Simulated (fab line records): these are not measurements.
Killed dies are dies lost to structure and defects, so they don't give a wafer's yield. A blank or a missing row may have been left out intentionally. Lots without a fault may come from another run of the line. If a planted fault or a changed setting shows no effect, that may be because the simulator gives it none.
Chamber matching	flow nand-harc	NHARC_A_WL_FILL_CMP_12 on cmp-02: 4 sister chambers
The step polishes, t overpolish 30 s, target thk 75 nm. 4 wafers are shown with their chamber, then 11 later ones without.

EACH WAFER AND ITS CHAMBER
wafer	chamber	motor-current-A (A)
L080.6	2	9.9
L085.1	3	14.3
L085.6	0	11.6
L083.1	1	13.1

WAFERS WITH NO CHAMBER GIVEN
wafer	motor-current-A (A)
L083.3	9.7
L083.6	9.6
L088.2	11.6
L088.3	13.2
L088.6	13.5
L087.1	12.8
L087.3	11.4
L087.4	9.1
L095.1	11.7
L095.2	14.4
L095.4	9.3

EACH ONE'S CHAMBER
wafer	from the rows above	in truth
L083.3	2	2
L083.6	2	2
L088.2	0	0
L088.3	1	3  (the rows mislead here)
L088.6	can't be placed: 1 or 3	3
L087.1	1	1
L087.3	0	0
L087.4	2	2
L095.1	0	0
L095.2	3	3
L095.4	2	2
Correct placement for 9 of the 11. Unplaceable from these rows: 1, with the true chamber sitting among the candidates in 1. Wrongly placed: 1.
How it was worked out, from the rows above alone: a wafer's distance from a chamber is the root of the sum, over the readings, of the square of ((its reading less the chamber's mean) divided by the reading's scatter). If the next closest chamber is less than 2 further off than the closest, the wafer can't be placed; otherwise it belongs to the closest. Each chamber's mean is taken over the wafers shown for it. The scatter (one wafer shown for each chamber): square how far every hidden wafer sits from the nearest shown wafer, average those squares and take the square root.
